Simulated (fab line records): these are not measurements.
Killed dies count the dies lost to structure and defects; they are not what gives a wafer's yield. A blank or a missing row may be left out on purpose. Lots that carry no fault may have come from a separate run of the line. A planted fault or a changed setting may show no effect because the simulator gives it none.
Chamber matching | flow nand harc | rie diel-13 running NHARC_P_ZERO_WELL_DESCUM_13: 4 sister chambers
The step chemistry O2, time 3 s. 18 wafers are shown with their chamber, then 9 later ones without.

EACH WAFER AND ITS CHAMBER
wafer  | chamber | drypump motor current A (A) | showerhead plenum p Torr (Torr) | oes product au (a.u.)
L845.1 | 1       | 6.6                         | 2.01                            | 1.004
L845.2 | 2       | 4.8                         | 1.88                            | 0.995
L845.3 | 0       | 6.4                         | 1.89                            | 1.010
L848.1 | 2       | 4.8                         | 1.87                            | 0.997
L848.3 | 1       | 6.6                         | 2.00                            | 0.997
L848.5 | 2       | 4.8                         | 1.87                            | 1.004
L850.2 | 1       | 6.6                         | 2.00                            | 1.000
L850.4 | 0       | 6.5                         | 1.88                            | 1.005
L850.5 | 1       | 6.6                         | 2.00                            | 0.998
L851.2 | 0       | 6.5                         | 1.88                            | 1.010
L851.3 | 2       | 4.8                         | 1.87                            | 1.003
L851.6 | 1       | 6.5                         | 2.00                            | 1.002
L860.1 | 2       | 4.8                         | 1.86                            | 0.987
L860.4 | 3       | 5.7                         | 1.79                            | 1.010
L860.5 | 1       | 6.6                         | 1.99                            | 1.009
L861.1 | 3       | 5.7                         | 1.79                            | 1.005
L861.4 | 1       | 6.6                         | 1.99                            | 1.007
L861.6 | 2       | 4.8                         | 1.86                            | 0.995

SIGNATURES (means of the wafers above)
reading                  | chamber 0 | chamber 1 | chamber 2 | chamber 3 | scatter within a chamber
drypump motor current A  | 6.467     | 6.586     | 4.800     | 5.700     | 0.033
showerhead plenum p Torr | 1.8833    | 1.9986    | 1.8683    | 1.7900    | 0.00674
oes product au           | 1.00833   | 1.00243   | 0.99683   | 1.00750   | 0.00495
Rule: a wafer lies at a distance from a chamber equal to the root of the sum of squares, over the readings, of (its reading less the chamber's mean, divided by the reading's scatter). If the next closest chamber is less than 2 further off than the closest, the wafer can't be placed; otherwise it belongs to the closest. How the scatter is found: for the shown wafers, subtract from each reading the mean of its chamber, square and add these, divide the total by (wafers less chambers), then take the root.

WAFERS WHOSE CHAMBER IS MISSING
wafer  | drypump motor current A (A) | showerhead plenum p Torr (Torr) | oes product au (a.u.)
L864.1 | 4.8                         | 1.86                            | 1.006
L864.4 | 6.5                         | 1.87                            | 1.001
L864.5 | 6.6                         | 1.98                            | 1.011
L865.1 | 6.6                         | 1.98                            | 1.011
L865.2 | 4.8                         | 1.86                            | 1.017
L865.4 | 5.7                         | 1.79                            | 1.004
L866.2 | 6.5                         | 1.87                            | 0.998
L866.4 | 5.7                         | 1.79                            | 1.005
L866.6 | 6.5                         | 1.87                            | 1.008

THE CHAMBER EACH PASSED THROUGH
wafer  | from the rows above | in truth
L864.1 | 2                   | 2
L864.4 | 0                   | 0
L864.5 | 1                   | 1
L865.1 | 1                   | 1
L865.2 | 2                   | 2
L865.4 | 3                   | 3
L866.2 | 0                   | 0
L866.4 | 3                   | 3
L866.6 | 0                   | 0
Correctly placed: 9 of 9. Number that these rows cannot place: 0. Wrongly placed: 0.
